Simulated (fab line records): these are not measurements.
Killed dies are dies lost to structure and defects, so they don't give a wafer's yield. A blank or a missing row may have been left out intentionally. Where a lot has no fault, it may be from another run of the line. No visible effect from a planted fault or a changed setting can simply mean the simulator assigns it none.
Split-lot trial | flow n5-finfet | route with 1938 steps; 7 lots, 39 wafers read

== ABOUT THE SPLIT ==
At N5_HKMG_FIN_CVD_62 (deposits a-Si from Si2H6, target thk 3 nm, time 20.8 s), the setting temp-c was moved away from the recipe's 500 C on 9 of the 39 wafers read, by -3.6% to +2.6%. For the rest of the wafers, this setting stayed at what the recipe calls for.

The reading is taken at the split's own step.

== THE READING ==
a-Si_of_HKMG_FIN_CVD_62.thk-nm (the simulator's own value, which no gauge read), in nm, at N5_HKMG_FIN_CVD_62 (deposits a-Si from Si2H6, target thk 3 nm, time 20.8 s). The file does not state a usual value for it. Average 3.0 nm, standard deviation 0.06 nm, over the 30 wafers here run with the recipe.

wafer  | tool, chamber at the split     | temp-c as run, C | against the recipe | a-Si_of_HKMG_FIN_CVD_62.thk-nm, nm | against lot-mates on the recipe
L074.1 | thermal-cvd-si-02, 0,1,2,1     | 500              | recipe             | 3                                  | -
L074.3 | thermal-cvd-si-02, 0,1,2,1     | 500              | recipe             | 3                                  | -
L074.5 | thermal-cvd-si-02, 0,1,2,1     | 500              | recipe             | 3                                  | -
L074.6 | thermal-cvd-si-02, 0,1,2,1     | 500              | recipe             | 3                                  | -
L074.2 | thermal-cvd-si-02, 2,0         | 500              | recipe             | 2.8                                | -
L074.4 | thermal-cvd-si-02, 2,0         | 500              | recipe             | 2.8                                | -
L075.1 | thermal-cvd-si-01, 1,0,1       | 500              | recipe             | 3                                  | -
L075.2 | thermal-cvd-si-01, 1,0,1       | 500              | recipe             | 3                                  | -
L075.6 | thermal-cvd-si-01, 1,0,1       | 500              | recipe             | 3                                  | -
L078.1 | thermal-cvd-si-02, 1,2,0       | 500              | recipe             | 3                                  | -
L078.2 | thermal-cvd-si-02, 1,2,0       | 500              | recipe             | 3                                  | -
L078.6 | thermal-cvd-si-02, 1,2,0       | 500              | recipe             | 3                                  | -
L078.3 | thermal-cvd-si-02, 0,1,2       | 513.2            | +2.6%              | 4.4                                | +1.4
L078.4 | thermal-cvd-si-02, 0,1,2       | 513.2            | +2.6%              | 4.4                                | +1.4
L078.5 | thermal-cvd-si-02, 0,1,2       | 513.2            | +2.6%              | 4.4                                | +1.4
L079.1 | thermal-cvd-si-02, 1,2,0,1,0,2 | 500              | recipe             | 3                                  | -
L079.2 | thermal-cvd-si-02, 1,2,0,1,0,2 | 500              | recipe             | 3                                  | -
L079.3 | thermal-cvd-si-02, 1,2,0,1,0,2 | 500              | recipe             | 3                                  | -
L079.4 | thermal-cvd-si-02, 1,2,0,1,0,2 | 500              | recipe             | 3                                  | -
L079.5 | thermal-cvd-si-02, 1,2,0,1,0,2 | 500              | recipe             | 3                                  | -
L079.6 | thermal-cvd-si-02, 1,2,0,1,0,2 | 500              | recipe             | 3                                  | -
L081.1 | thermal-cvd-si-02, 2           | 500              | recipe             | 2.8                                | -
L081.2 | thermal-cvd-si-02, 0,0,1       | 488              | -2.4%              | 2                                  | -0.9
L081.4 | thermal-cvd-si-02, 0,0,1       | 488              | -2.4%              | 2                                  | -0.9
L081.5 | thermal-cvd-si-02, 0,0,1       | 488              | -2.4%              | 2                                  | -0.9
L081.3 | thermal-cvd-si-02, 1,2         | 500              | recipe             | 3                                  | -
L081.6 | thermal-cvd-si-02, 1,2         | 500              | recipe             | 3                                  | -
L087.1 | thermal-cvd-si-02, 1,0,1,0,1,0 | 500              | recipe             | 3                                  | -
L087.2 | thermal-cvd-si-02, 1,0,1,0,1,0 | 500              | recipe             | 3                                  | -
L087.3 | thermal-cvd-si-02, 1,0,1,0,1,0 | 500              | recipe             | 3                                  | -
L087.4 | thermal-cvd-si-02, 1,0,1,0,1,0 | 500              | recipe             | 3                                  | -
L087.5 | thermal-cvd-si-02, 1,0,1,0,1,0 | 500              | recipe             | 3                                  | -
L087.6 | thermal-cvd-si-02, 1,0,1,0,1,0 | 500              | recipe             | 3                                  | -
L089.1 | thermal-cvd-si-02, 0,0,2       | 482              | -3.6%              | 1.8                                | -1.2
L089.4 | thermal-cvd-si-02, 0,0,2       | 482              | -3.6%              | 1.8                                | -1.2
L089.5 | thermal-cvd-si-02, 0,0,2       | 482              | -3.6%              | 1.8                                | -1.2
L089.2 | thermal-cvd-si-02, 1,2,1       | 500              | recipe             | 3                                  | -
L089.3 | thermal-cvd-si-02, 1,2,1       | 500              | recipe             | 3                                  | -
L089.6 | thermal-cvd-si-02, 1,2,1       | 500              | recipe             | 3                                  | -
The file does not say which wafer passed through which chamber wherever a row lists several chambers: such a row stands for several wafers.

THE FIT
A straight line over all 39 wafers: a-Si_of_HKMG_FIN_CVD_62.thk-nm changes by +0.409 nm for each +1% of temp-c; r = +0.98; the points scatter about the line by 0.13 nm.
The same after taking each lot's own level away (the mean of its wafers on the recipe; 39 wafers): +0.406 nm for each +1%; r = +0.98; scatter 0.12 nm.
The reading moves by 1.5 nm for the largest change in temp-c, on that fit.
The span of the lots' own levels, 2.93 to 3.00 nm, comes to 1.1 times the standard deviation stated above.
The two slopes agree, so the slope changes little with the lot-to-lot level.
Check: -1.46 nm against its lot-mates is what the line predicts for one of the wafers moved furthest among these (-3.6%) when that wafer is left out of the fit. It came out at -1.2 nm against them.

== OTHER SPLITS ON THESE WAFERS ==
These wafers also went through other splits before the reading. Each is held against what the fit with the lots' levels taken away leaves over:
other split on the same wafers     | wafers away from the commonest value | r with a-Si_of_HKMG_FIN_CVD_62.thk-nm (lot level and that fit taken away)
N5_FIN_SAQP_HM_DEP_72 target-thk-a | 9                                    | -0.21
N5_FIN_SAQP_FIN_ETCH_36 icp-w      | 15                                   | -0.04
N5_DUMMY_GATE_HM_DEP_06 time-s     | 24                                   | +0.16
N5_DUMMY_GATE_ETCH_32 time-s       | 6                                    | -0.04
N5_SD_EPI_P_EPI_21 pressure-torr   | 30                                   | +0.11

== FILE'S OWN FIT ==
a-Si_of_HKMG_FIN_CVD_62.thk-nm changes by +0.399 nm for each +1% of temp-c, r = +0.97.
